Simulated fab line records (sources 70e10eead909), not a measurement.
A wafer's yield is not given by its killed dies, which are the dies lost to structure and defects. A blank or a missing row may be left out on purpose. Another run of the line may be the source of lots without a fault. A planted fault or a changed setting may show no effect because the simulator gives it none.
Matching of chambers    flow nand-harc    NHARC_P_M2_STRIP_18 on rie-diel-04 has 4 sister chambers
The step strips in N2/H2. 22 wafers are shown with their chamber, then 11 later ones without.

WAFERS, EACH WITH ITS CHAMBER
wafer   chamber  drypump-motor-current-A (A)  showerhead-plenum-p-Torr (Torr)  oes-product-au (a.u.)
L074.2  2        5.8                          2.17                             1.024
L074.4  2        5.8                          2.17                             1.030
L074.6  0        5.4                          2.20                             0.989
L074.1  0        5.4                          2.20                             0.994
L074.3  3        6.3                          2.17                             1.028
L074.5  3        6.3                          2.17                             1.009
L076.1  2        5.8                          2.17                             1.032
L076.3  3        6.3                          2.17                             1.002
L076.4  2        5.8                          2.17                             1.028
L077.1  0        5.4                          2.20                             1.004
L077.2  2        5.9                          2.17                             1.023
L077.6  0        5.4                          2.20                             1.005
L082.2  0        5.4                          2.20                             1.001
L082.3  2        5.8                          2.16                             0.983
L082.6  0        5.4                          2.20                             1.010
L082.1  1        4.7                          2.19                             0.988
L082.4  3        6.3                          2.17                             1.000
L082.5  1        4.7                          2.19                             0.989
L084.1  0        5.4                          2.20                             1.006
L084.3  2        5.8                          2.16                             1.006
L084.5  2        5.9                          2.16                             0.991
L086.1  2        5.8                          2.16                             0.988

SIGNATURES (averages over the wafers above)
reading                   chamber 0  chamber 1  chamber 2  chamber 3  scatter within a chamber
drypump-motor-current-A   5.400      4.700      5.822      6.300      0.0294
showerhead-plenum-p-Torr  2.2000     2.1900     2.1656     2.1700     0.00351
oes-product-au            1.00129    0.98850    1.01167    1.00975    0.0148
Rule: for each reading, subtract the chamber's mean from the wafer's reading, divide by that reading's scatter and square the result; add these up over the readings and take the root, which gives the wafer's distance from the chamber. The wafer belongs to the nearest chamber; if the next one is less than 2 further off, it can't be placed. The scatter: take each reading less its chamber's mean, square it, sum over the shown wafers, divide by the number of wafers less the number of chambers, and take the root.

WAFERS WHOSE CHAMBER IS MISSING
wafer   drypump-motor-current-A (A)  showerhead-plenum-p-Torr (Torr)  oes-product-au (a.u.)
L086.3  4.7                          2.19                             0.978
L086.4  5.4                          2.20                             1.002
L086.2  6.3                          2.17                             0.995
L086.5  4.7                          2.19                             0.973
L086.6  5.8                          2.16                             0.983
L089.3  5.4                          2.20                             1.014
L089.5  4.7                          2.19                             0.983
L089.6  5.4                          2.20                             1.004
L091.4  5.4                          2.20                             1.012
L091.5  6.3                          2.17                             1.000
L091.6  5.8                          2.16                             0.991

CHAMBER TAKEN BY EACH
wafer   from the rows above  in truth
L086.3  1                    1
L086.4  0                    0
L086.2  3                    3
L086.5  1                    1
L086.6  2                    2
L089.3  0                    0
L089.5  1                    1
L089.6  0                    0
L091.4  0                    0
L091.5  3                    3
L091.6  2                    2
Placed correctly: 11 of 11. Number that these rows cannot place: 0. Placed wrongly: 0.
